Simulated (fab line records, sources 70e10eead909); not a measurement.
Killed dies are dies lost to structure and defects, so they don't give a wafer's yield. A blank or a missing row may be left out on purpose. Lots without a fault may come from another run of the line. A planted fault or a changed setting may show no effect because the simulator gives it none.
Which tool did it? | flow nand_harc | 12 lots, 36 wafers sampled, at 5 steps of a route of 1302

WHAT THE GAUGES READ, wafer by wafer
NHARC_P_ZERO_WELL_CD_MEAS_24: target cd 720 nm. Usual: cd_nm 720.1 nm, standard deviation 1.5.
lot  | measured     | on        | cd_nm (nm)        | flag
L131 | day 2 08:36  | cd_sem-01 | 719.7 721.4 720.9 |
L133 | day 3 04:28  | cd_sem-03 | 719.1 719.5 719.9 |
L142 | day 6 22:46  | cd_sem-01 | 718.1 719.8 720.1 |
L143 | day 7 08:40  | cd_sem-02 | 723.0 722.0 723.1 |
L144 | day 7 18:31  | cd_sem-01 | 716.5 717.4 717.2 |
L146 | day 8 14:29  | cd_sem-02 | 720.4 720.1 719.7 |
L148 | day 9 10:30  | cd_sem-03 | 721.0 720.2 720.1 |
L149 | day 9 20:20  | cd_sem-02 | 721.1 721.2 721.6 |
L150 | day 10 06:34 | cd_sem-02 | 721.2 719.5 720.0 |
L151 | day 10 19:45 | cd_sem-03 | 720.7 722.8 721.6 |
L152 | day 11 02:49 | cd_sem-02 | 720.7 720.9 719.5 |
L153 | day 11 12:20 | cd_sem-01 | 722.0 722.0 723.4 |

NHARC_P_ZERO_WELL_CD_MEAS_37: target cd 720 nm. Usual: cd_nm 719.6 nm, standard deviation 1.5.
lot  | measured     | on        | cd_nm (nm)        | flag
L131 | day 2 10:14  | cd_sem-03 | 720.7 721.8 719.2 |
L133 | day 3 05:58  | cd_sem-02 | 727.7 716.3 716.4 |
L142 | day 7 00:57  | cd_sem-02 | 718.7 721.8 720.4 |
L143 | day 7 10:19  | cd_sem-01 | 719.2 718.1 719.3 |
L144 | day 7 20:08  | cd_sem-03 | 720.0 720.0 720.7 |
L146 | day 8 16:00  | cd_sem-02 | 718.3 717.8 718.8 |
L148 | day 9 12:02  | cd_sem-03 | 718.2 719.9 719.0 |
L149 | day 9 21:51  | cd_sem-02 | 719.5 720.1 719.0 |
L150 | day 10 08:07 | cd_sem-03 | 721.1 718.5 719.5 |
L151 | day 10 21:23 | cd_sem-03 | 719.3 720.1 719.7 |
L152 | day 11 04:28 | cd_sem-02 | 719.7 720.7 722.4 |
L153 | day 11 13:50 | cd_sem-01 | 719.5 719.3 718.5 |

NHARC_P_ZERO_WELL_CD_MEAS_52: target cd 2000 nm. Usual: cd_nm 2000.3 nm, standard deviation 1.5.
lot  | measured     | on        | cd_nm (nm)           | flag
L131 | day 2 11:58  | cd_sem-03 | 1999.7 1998.2 2000.6 |
L133 | day 3 07:37  | cd_sem-03 | 2003.0 2002.1 2002.0 |
L142 | day 7 02:35  | cd_sem-02 | 1998.7 2000.0 2001.2 |
L143 | day 7 11:58  | cd_sem-02 | 2000.3 2000.6 2002.4 |
L144 | day 7 21:39  | cd_sem-03 | 2002.2 1999.3 1999.1 |
L146 | day 8 17:31  | cd_sem-03 | 1998.1 1999.0 1999.8 |
L148 | day 9 13:33  | cd_sem-03 | 1999.0 2002.1 1999.2 |
L149 | day 9 23:23  | cd_sem-02 | 2000.4 1998.8 1998.8 |
L150 | day 10 09:46 | cd_sem-03 | 2002.0 2002.8 2003.0 |
L151 | day 10 22:55 | cd_sem-01 | 1999.3 1999.7 1998.9 |
L152 | day 11 05:58 | cd_sem-01 | 2001.1 1999.7 2001.4 |
L153 | day 11 15:23 | cd_sem-02 | 1999.3 2001.3 2000.8 |

WHICH TOOL RAN EACH LOT (tool, then ch and the chambers of the sampled wafers, then the start)
lot  | NHARC_P_ZERO_WELL_EXPOSE_34       | NHARC_P_ZERO_WELL_DESCUM_39
L131 | krf_scanner-04 ch 0, day 2 10:05  | rie_diel-05 ch 0,1, day 2 10:29
L133 | krf_scanner-01 ch 0, day 3 05:49  | rie_diel-09 ch 0,2,3, day 3 06:07
L142 | krf_scanner-01 ch 0, day 7 00:47  | rie_diel-05 ch 0,1,3, day 7 01:07
L143 | krf_scanner-04 ch 0, day 7 10:10  | rie_diel-01 ch 0,1,3, day 7 10:30
L144 | krf_scanner-02 ch 0, day 7 19:59  | rie_diel-01 ch 0,1,2, day 7 20:18
L146 | krf_scanner-02 ch 0, day 8 15:50  | rie_diel-01 ch 0,1,2, day 8 16:10
L148 | krf_scanner-02 ch 0, day 9 11:53  | rie_diel-05 ch 0,1,2, day 9 12:12
L149 | krf_scanner-02 ch 0, day 9 21:41  | rie_diel-01 ch 0,1, day 9 22:01
L150 | krf_scanner-02 ch 0, day 10 07:58 | rie_diel-05 ch 0,1,2, day 10 08:18
L151 | krf_scanner-01 ch 0, day 10 21:14 | rie_diel-01 ch 1,3, day 10 21:34
L152 | krf_scanner-04 ch 0, day 11 04:19 | rie_diel-01 ch 2,3, day 11 04:37
L153 | krf_scanner-04 ch 0, day 11 13:41 | rie_diel-05 ch 0,1,3, day 11 14:02
- NHARC_P_ZERO_WELL_EXPOSE_34: exposes mask P PWELL, target cd 720 nm.
- NHARC_P_ZERO_WELL_DESCUM_39: chemistry O2, time 3 s.

WHAT THE TOOLS THEMSELVES READ (means of the sampled wafers that have a number; where no wafer has one, the mark that the record gives instead)
NHARC_P_ZERO_WELL_DESCUM_39. Usual: chamber_pressure_mTorr 60.00 mTorr, standard deviation 0.056; drypump_motor_current_A 5.7 A, standard deviation 0.62; o2_flow_sccm 199.9 sccm, standard deviation 0.57; oes_product_au 0.999 a.u., standard deviation 0.0078; rf_vpp_V 57.9 V, standard deviation 0.95; showerhead_plenum_p_Torr 1.91 Torr, standard deviation 0.1; throttle_valve_pct 11.312 %, standard deviation 0.0082.
lot  | tool        | chamber_pressure_mTorr (mTorr) | drypump_motor_current_A (A) | o2_flow_sccm (sccm) | oes_product_au (a.u.) | rf_vpp_V (V) | showerhead_plenum_p_Torr (Torr) | throttle_valve_pct (%) | flag
L131 | rie_diel-05 | 59.98                          | 5.5                         | 199.9               | 0.997                 | 58.3         | 1.96                            | 11.324                 |
L133 | rie_diel-09 | 59.99                          | 5.8                         | 199.5               | 1.004                 | 57.3         | 1.92                            | 11.315                 |
L142 | rie_diel-05 | 60.03                          | 5.8                         | 200.2               | 0.998                 | 57.9         | 1.96                            | 11.309                 |
L143 | rie_diel-01 | 59.98                          | 5.7                         | 199.4               | 0.990                 | 57.8         | 1.87                            | 11.312                 |
L144 | rie_diel-01 | 60.05                          | 5.8                         | 199.7               | 1.008                 | 57.2         | 1.86                            | 11.306                 |
L146 | rie_diel-01 | 59.95                          | 5.8                         | 200.2               | 0.993                 | 57.1         | 1.86                            | 11.310                 |
L148 | rie_diel-05 | 59.97                          | 5.3                         | 199.5               | 0.999                 | 58.2         | 1.91                            | 11.312                 |
L149 | rie_diel-01 | 60.06                          | 5.3                         | 200.1               | 1.002                 | 57.7         | 1.86                            | 11.309                 |
L150 | rie_diel-05 | 60.03                          | 5.3                         | 199.9               | 0.999                 | 57.7         | 1.91                            | 11.304                 |
L151 | rie_diel-01 | 60.01                          | 6.2                         | 200.3               | 0.995                 | 58.6         | 1.94                            | 11.315                 |
L152 | rie_diel-01 | 59.95                          | 6.2                         | 200.2               | 1.004                 | 57.0         | 1.79                            | 11.314                 |
L153 | rie_diel-05 | 60.02                          | 5.8                         | 199.9               | 0.985                 | 57.0         | 1.95                            | 11.308                 |

THE ANSWER, worked out from the rows above alone
Rule: a lot is off if the mean of its wafers that have a number lies more than 3 standard deviations from the usual mean. A lot without any number at a reading at which 4 lots or more have one is off too. The other lots that the step has rows for count as sound. The gauges are gone through in route order, then the tools' own readings, and for those a lot's mean is taken as printed above. The first step at which some lot is off is used, and at that step the reading that is off furthest; a lot without a number counts as furthest.
No lot is off at any reading shown: from this, nothing can be told.

WHAT THE SIMULATOR HAD PUT IN
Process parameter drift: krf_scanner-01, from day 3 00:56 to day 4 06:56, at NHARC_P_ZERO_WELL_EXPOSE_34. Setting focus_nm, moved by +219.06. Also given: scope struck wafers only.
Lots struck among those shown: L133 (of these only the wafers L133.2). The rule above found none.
